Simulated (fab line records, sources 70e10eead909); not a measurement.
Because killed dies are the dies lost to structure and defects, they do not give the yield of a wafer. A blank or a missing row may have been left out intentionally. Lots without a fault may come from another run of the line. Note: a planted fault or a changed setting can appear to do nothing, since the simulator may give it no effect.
Comparing a struck lot with a sound one | flow nand-harc | 36 steps out of a route of 1159
Sound: these wafers, L673.2, L673.4, L673.6. Struck: wafer L677.4 (left out: L677.2, L677.5 of the same lot, which were not struck); the cause appears at the end.
Order at every step that has rows: each side's tool, ch and its chambers, its first start. Under that, the readings that differ: sound wafers | struck wafers | difference of the means | sigmas: that difference in standard deviations of wafers without a fault.
alike: a reading whose means differ by less than 2 such deviations, as well as words and numbers matching on both sides. not compared: withheld readings; readings where some wafer has no value; bounds like >300 that might hide an equal value; numbers whose values overlap and for which the record gives no deviation.
Wherever a step has rows on one side only, a row that says differs or no value, or a row with sigmas, the two part there. When numbers do not overlap yet have no deviation, they are printed without sigmas and do not part them. Lack of a reading on every wafer of one side parts them only where that side has two or more wafers.

first, 2 steps without rows for these wafers: NHARC_A_SLIT_PRECLEAN_19 (cleans in SC1); NHARC_A_SLIT_SRD_20.
NHARC_A_SLIT_CD_MEAS_21:
  sound on cd-sem-03, day 16 07:23; struck on cd-sem-02, day 17 15:49
  alike: cd-nm
then, 3 steps without rows for these wafers: NHARC_A_SIN_REMOVE_WET_00 (chemistry H3PO4, time 15300 s); NHARC_A_SIN_REMOVE_PRECLEAN_01 (cleans in SC1); NHARC_A_SIN_REMOVE_SRD_02.
NHARC_A_SIN_REMOVE_INSPECT_04:
  sound on defect-inspect-01, day 16 15:09; struck on defect-inspect-02, day 17 23:07
  alike: raw-defect-count
then, 1 step without rows for these wafers: NHARC_A_WL_FILL_ALD_00 (deposits Al2O3, target thk 3 nm, pulse time 3 s, ald cycles 30).
NHARC_A_WL_FILL_RTA_01: time 5 s.
  sound on rtp-anneal-01 ch 0, day 16 18:05; struck on rtp-anneal-02 ch 0, day 17 23:28
  reading            | sound          | struck | difference | sigmas
  lamp-power-pct (%) | 26.7 26.6 26.6 | 28.7   | +2.1       | +2
  alike: wafer_temp_C_max
then, 1 step without rows for these wafers: NHARC_A_WL_FILL_ALD_02 (deposits TiN, target thk 2 nm, pulse time 3 s, ald cycles 100).
NHARC_A_WL_FILL_CVD_03: deposits W, target thk 40 nm, time 3302 s.
  sound on cvd-w-01 ch 0,1, day 16 22:05; struck on cvd-w-01 ch 0, day 18 01:30
  reading                | sound       | struck | difference | sigmas
  throttle-valve-pct (%) | 7.9 8.7 8.5 | 7.6    | -0.8       | -2
  alike: heater-power-outer-w, heater-power-w
then, 7 steps without rows for these wafers: NHARC_A_WL_FILL_ETCHBACK_04 (etches the open film in NF3, target depth 60 nm, time 120 s); NHARC_A_WL_FILL_ETCHBACK_05 (etches the open film in Cl2/BCl3, target depth 22 nm, time 60 s); NHARC_A_WL_FILL_STRIP_27 (strips in N2/H2, time 20 s); NHARC_A_WL_FILL_STRIP_28 (strips in post etch residue remover, time 1200 s); NHARC_A_WL_FILL_PRECLEAN_06 (cleans in DIW, time 300 s); NHARC_A_WL_FILL_SRD_07; NHARC_A_WL_FILL_ANNEAL_08 (time 1800 s).
NHARC_A_WL_FILL_ALD_10: deposits SiO2, target thk 50 nm, pulse time 10 s, ald cycles 500.
  sound on ald-hk-02 ch 1,2,3, day 17 04:45; struck on ald-hk-02 ch 3, day 18 10:28
  alike: heater-power-outer-w, heater-power-w, precursor-pulse-height-rel
NHARC_A_WL_FILL_ETCHBACK_16: etches the open film in C4F8/O2/Ar, target depth 88 nm, time 17.6 s.
  sound: rie-diel-12 ch 1,3; struck: rie-diel-02 ch 3
  alike: oes-product-au, rf-vpp-V
  not compared: rf-hours-counter-h
NHARC_A_WL_FILL_STRIP_29: strips in O2, time 20 s.
  sound on rie-diel-12 ch 0,1, day 17 08:27; struck on rie-diel-02 ch 0, day 18 15:13
  reading                     | sound       | struck | difference | sigmas
  drypump-motor-current-A (A) | 4.9 4.9 6.3 | 6.8    | +1.4       | +3
  alike: oes-product-au, rf-vpp-V, showerhead-plenum-p-Torr, throttle-valve-pct
  not compared: rf-hours-counter-h
then, 4 steps without rows for these wafers: NHARC_A_WL_FILL_ETCHBACK_17 (etches the open film in Cl2/BCl3, target depth 4 nm, time 26.7 s); NHARC_A_WL_FILL_PRECLEAN_18 (cleans in dHF, time 30 s); NHARC_A_WL_FILL_SRD_21; NHARC_A_WL_FILL_CVD_23 (deposits poly-Si, target thk 40 nm, time 800 s).
NHARC_A_WL_FILL_ETCHBACK_26: etches the open film in HBr, target depth 52 nm, time 13.3 s.
  sound on rie-si-03 ch 0,2, day 17 13:46; struck on rie-si-03 ch 1, day 18 20:30
  reading                | sound                | struck | difference | sigmas
  throttle-valve-pct (%) | 23.285 23.270 23.276 | 23.241 | -0.036     | -4
  alike: drypump-motor-current-A, oes-product-au
  not compared: rf-hours-counter-h
then, 6 steps without rows for these wafers: NHARC_A_WL_FILL_PRECLEAN_30 (cleans in dHF, time 10 s); NHARC_A_WL_FILL_SRD_14; NHARC_A_WL_FILL_ALD_19 (deposits TiN, target thk 2 nm, pulse time 3 s, ald cycles 100); NHARC_A_WL_FILL_CVD_20 (deposits W, target thk 75 nm, time 5064 s); NHARC_A_WL_FILL_CMP_12 (polishes, t overpolish 30 s, target thk 75 nm); NHARC_A_WL_FILL_SRD_31.
NHARC_A_WL_FILL_INSPECT_15:
  sound on defect-inspect-01, day 17 22:24; struck on defect-inspect-02, day 19 05:01
  alike: raw-defect-count
then, 2 steps without rows for these wafers: NHARC_A_CONTACT_DEP_24 (deposits SiO2, target thk 500 nm); NHARC_A_CONTACT_DEP_28 (deposits aC, target thk 3600 nm).
-- break in the record here, with 3 days between the starts of the struck wafers on either side (left off in module A_CONTACT, picked up again in module END, where the first step shown is number 1159 on the route) --
NHARC_END_SORT_01:
  sound on prober-01 ch 0, day 21 01:52; struck on prober-01 ch 0, day 22 13:02
  reading         | sound    | struck | difference | sigmas
  killed-at-array | 16 18 17 | 673    | +656       | +66
  killed-dies     | 22 23 28 | 677    | +653       | +59
  alike: killed-at-other, killed-at-periphery, killed-open, killed-short

## WHERE THEY PART
Earliest at NHARC_A_WL_FILL_RTA_01; latest, in this record, at NHARC_END_SORT_01.

WHY: whatever the simulator had introduced
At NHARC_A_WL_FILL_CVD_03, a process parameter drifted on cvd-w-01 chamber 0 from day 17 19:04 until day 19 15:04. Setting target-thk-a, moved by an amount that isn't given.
